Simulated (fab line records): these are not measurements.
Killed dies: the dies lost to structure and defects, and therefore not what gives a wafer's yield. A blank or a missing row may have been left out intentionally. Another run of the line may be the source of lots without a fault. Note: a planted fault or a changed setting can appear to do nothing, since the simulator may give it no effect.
Chamber matching + flow n5-finfet + rie-diel-05 running N5_BEOL_M0_SAQP_ETCH_49: 4 sister chambers
The step etches SiO2 in CF4/O2, target depth 37 nm. 14 wafers are shown with their chamber, then 7 later ones without.

## WAFERS, EACH WITH ITS CHAMBER
| wafer  | chamber | showerhead-plenum-p-Torr (Torr) | throttle-valve-pct (%) | oes-product-au (a.u.) |
|--------|---------|---------------------------------|------------------------|-----------------------|
| L348.1 | 2       | 2.20                            | 16.14                  | 0.76                  |
| L348.2 | 3       | 2.10                            | 16.15                  | 0.67                  |
| L348.3 | 1       | 2.29                            | 15.98                  | 0.76                  |
| L353.1 | 0       | 2.17                            | 15.39                  | 0.98                  |
| L353.3 | 2       | 2.19                            | 16.18                  | 0.74                  |
| L353.5 | 2       | 2.19                            | 16.18                  | 0.73                  |
| L355.2 | 0       | 2.17                            | 15.40                  | 0.97                  |
| L355.4 | 1       | 2.28                            | 16.02                  | 0.74                  |
| L355.5 | 0       | 2.17                            | 15.38                  | 0.97                  |
| L356.2 | 0       | 2.17                            | 15.40                  | 0.96                  |
| L356.4 | 1       | 2.28                            | 16.03                  | 0.74                  |
| L356.6 | 2       | 2.19                            | 16.21                  | 0.73                  |
| L362.1 | 1       | 2.28                            | 16.05                  | 0.74                  |
| L362.4 | 2       | 2.19                            | 16.21                  | 0.73                  |

SIGNATURES, as means of the wafers listed above
| reading                  | chamber 0 | chamber 1 | chamber 2 | chamber 3 | scatter within a chamber |
|--------------------------|-----------|-----------|-----------|-----------|--------------------------|
| showerhead-plenum-p-Torr | 2.1700    | 2.2825    | 2.1920    | 2.1000    | 0.00394                  |
| throttle-valve-pct       | 15.3925   | 16.0200   | 16.1840   | 16.1500   | 0.0249                   |
| oes-product-au           | 0.9700    | 0.7450    | 0.7380    | 0.6700    | 0.0109                   |
Rule: a wafer lies at a distance from a chamber equal to the root of the sum of squares, over the readings, of (its reading less the chamber's mean, divided by the reading's scatter). If the next closest chamber is less than 2 further off than the closest, the wafer can't be placed; otherwise it belongs to the closest. The scatter: the root of (the sum of the squares of (reading less its chamber's mean) over the shown wafers, divided by (wafers less chambers)).

## WAFERS MISSING THEIR CHAMBER
| wafer  | showerhead-plenum-p-Torr (Torr) | throttle-valve-pct (%) | oes-product-au (a.u.) |
|--------|---------------------------------|------------------------|-----------------------|
| L362.5 | 2.19                            | 16.21                  | 0.72                  |
| L364.2 | 2.19                            | 16.22                  | 0.73                  |
| L364.3 | 2.35                            | 15.70                  | 0.92                  |
| L364.5 | 2.16                            | 15.44                  | 0.92                  |
| L365.2 | 2.35                            | 15.70                  | 0.92                  |
| L365.4 | 2.28                            | 16.06                  | 0.73                  |
| L365.6 | 2.16                            | 15.44                  | 0.92                  |

## WHICH CHAMBER EACH WENT THROUGH
| wafer  | from the rows above | in truth                   |
|--------|---------------------|----------------------------|
| L362.5 | 2                   | 2                          |
| L364.2 | 2                   | 2                          |
| L364.3 | 1                   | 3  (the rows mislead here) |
| L364.5 | 0                   | 0                          |
| L365.2 | 1                   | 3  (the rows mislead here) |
| L365.4 | 1                   | 1                          |
| L365.6 | 0                   | 0                          |
Correct placement for 5 of the 7. Number that these rows cannot place: 0. 2 placed wrongly.
